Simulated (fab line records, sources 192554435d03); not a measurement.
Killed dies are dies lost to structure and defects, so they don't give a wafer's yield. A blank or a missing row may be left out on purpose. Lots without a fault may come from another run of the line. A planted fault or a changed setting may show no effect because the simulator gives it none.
Chamber matching | flow n5_finfet | N5_BEOL_M3_CO_CAP_55 on cvd_co-01: 3 sister chambers
The step material Co, precursor CCTBA/H2, target thk 2 nm, time 102.1 s. 3 wafers are shown with their chamber, then 12 later ones without.

WAFERS WITH THEIR CHAMBER
wafer  | chamber | heater_power_w (W)
L090.4 | 0       | 187
L091.2 | 2       | 277
L091.4 | 1       | 257

WAFERS WITHOUT THEIR CHAMBER
wafer  | heater_power_w (W)
L093.1 | 183
L093.2 | 256
L093.4 | 187
L092.1 | 250
L092.4 | 254
L092.5 | 277
L094.3 | 248
L094.5 | 281
L094.6 | 185
L096.1 | 183
L096.3 | 278
L096.4 | 256

WHICH CHAMBER EACH WENT THROUGH
wafer  | from the rows above | in truth
L093.1 | 0                   | 0
L093.2 | 1                   | 1
L093.4 | 0                   | 0
L092.1 | 1                   | 1
L092.4 | 1                   | 1
L092.5 | 2                   | 2
L094.3 | 1                   | 1
L094.5 | 2                   | 2
L094.6 | 0                   | 0
L096.1 | 0                   | 0
L096.3 | 2                   | 2
L096.4 | 1                   | 1
Placed correctly: 12 of 12. Can't be placed from these rows: 0. Placed wrongly: 0.
How it was worked out, from the rows above alone: a wafer's distance from a chamber is the root of the sum, over the readings, of the square of ((its reading less the chamber's mean) divided by the reading's scatter). The wafer belongs to the nearest chamber; if the next one is less than 2 further off, it can't be placed. A chamber's mean is the mean of its shown wafers. The scatter: with one shown wafer a chamber, the root of the mean of the squares of how far each hidden wafer lies from its nearest shown one.
